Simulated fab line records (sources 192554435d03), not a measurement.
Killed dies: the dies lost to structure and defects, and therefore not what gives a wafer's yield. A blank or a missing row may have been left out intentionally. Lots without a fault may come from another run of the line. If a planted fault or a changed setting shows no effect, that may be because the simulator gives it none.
Code-filled problem report in 8D (eight disciplines) form | flow n5-finfet | the parts of the form that need people (team, actions taken, sign-off) are left out

== 1. THE PROBLEM ==
At N5_PASSIVATION_PROBE_49, killed_at_M0_to_M3 averages 146 over 2 wafers from 2 lots, while fault-free wafers read 36, standard deviation 10. That is +11 standard deviations from the usual mean.
Earliest sighting: wafer L368.2 on prober-01 at day 17 08:21. At this step, 12 wafers from 4 lots have a number in the record. Rule for "out" (also "out of limits"): further than 4 standard deviations from the usual mean. All remaining wafers that have a number are taken as sound.

== 2. WHAT THIS IS AND IS NOT ==
question                    | is                                                                                                      | is not
which readings at this step | killed_at_M0_to_M3, defect-limited-yield, killed-dies, sort_bin_5_function, sort-n-pass, sort-yield-pct | killed_at_M4_up, killed-at-contacts, killed-at-front-end, killed-at-other, killed-open, killed-short, sort_bin_6_memory, sort_bin_8_speed
which lots                  | L368, L370                                                                                              | L364, L366
which wafers of those lots  | L368.2, L370.6                                                                                          | L368.1, L368.4, L370.1, L370.4
read on which tools         | prober-01                                                                                               | prober-02
when                        | from day 17 08:21                                                                                       | up to then (7 sound wafers); but 3 sound wafers of L368, L370 came after

== 3. SUSPECTS, AND WHAT RULES EACH OUT ==
Counting: a tool at a process step up to the reading stays a suspect if it ran every lot that is out. Sound lots after the first of them don't rule it out here, since some wafers of a struck lot are sound.
- cvd-co-02 at N5_BEOL_M1_CVD_47 (deposits Co from CCTBA/H2, target thk 3 nm, time 223.8 s): kept. It ran every lot that is out, first L368 (day 9 19:19); its last sound lot up to then is L366 (day 9 09:43).
- pvd-sputter-01 at N5_PASSIVATION_PRE_CLEAN_19: kept. It ran every lot that is out, first L368 (day 17 02:08).
- rie-diel-05 at N5_PASSIVATION_STRIP_48 (strips in O2): kept. It ran every lot that is out, first L368 (day 17 05:44); its last sound lot up to then is L366 (day 17 05:08).
- prober-01 at N5_PASSIVATION_PROBE_49: kept. It ran every lot that is out, first L368 (day 17 08:18). Out on those wafers are its own readings of defect-limited-yield, killed_at_M0_to_M3, killed-dies, sort_bin_5_function, sort-n-pass, sort-yield-pct.
- Within rie-diel-05 at N5_PASSIVATION_STRIP_48: the wafers that are out ran in chamber 0; their sound lot-mates ran in chambers 1, 2, 3.
Left after counting: cvd-co-02 at N5_BEOL_M1_CVD_47, pvd-sputter-01 at N5_PASSIVATION_PRE_CLEAN_19, rie-diel-05 at N5_PASSIVATION_STRIP_48, prober-01 at N5_PASSIVATION_PROBE_49.

== 4. THE CAUSE (what the simulator had put in) ==
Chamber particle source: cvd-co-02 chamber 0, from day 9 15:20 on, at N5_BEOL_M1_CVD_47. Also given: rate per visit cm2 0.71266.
Counting left 4 suspects, and this tool is among them.

== 5. THE EFFECT CHAIN, in route order ==
Rows list readings where the struck wafers' mean (over those with a number) sits beyond 3 standard deviations from the usual. Readings are gone through only where the record gives a usual standard deviation; hours: the median, over the lots, of the time from a lot's start at the first step in this table giving one to that lot's start at this step; sigmas: the change measured in usual standard deviations.
hours | step                    | reading              | usual  | on struck wafers | change | sigmas
0     | N5_PASSIVATION_PROBE_49 | defect-limited-yield | 91.0 % | 82.2             | -8.8   | -6.2
0     | N5_PASSIVATION_PROBE_49 | killed_at_M0_to_M3   | 36     | 146              | +110   | +11
0     | N5_PASSIVATION_PROBE_49 | killed-dies          | 106    | 210              | +104   | +6.5
0     | N5_PASSIVATION_PROBE_49 | sort_bin_5_function  | 5.2 %  | 12.2             | +7.0   | +7.7
0     | N5_PASSIVATION_PROBE_49 | sort-n-pass          | 1073   | 970              | -102   | -6.0
0     | N5_PASSIVATION_PROBE_49 | sort-yield-pct       | 91.0 % | 82.2             | -8.8   | -5.8
Its process steps:
- N5_PASSIVATION_PROBE_49

== 6. WHAT WOULD HAVE CAUGHT IT SOONER ==
In this record the first reading out of limits was taken at day 17 08:21, 185 hours after the fault began at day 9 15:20.
Each of the lots that are out, 2 in all, had begun N5_BEOL_M1_CVD_47 on cvd-co-02 no later than day 17 08:21. None of them would have been spared by holding the tool at that moment.
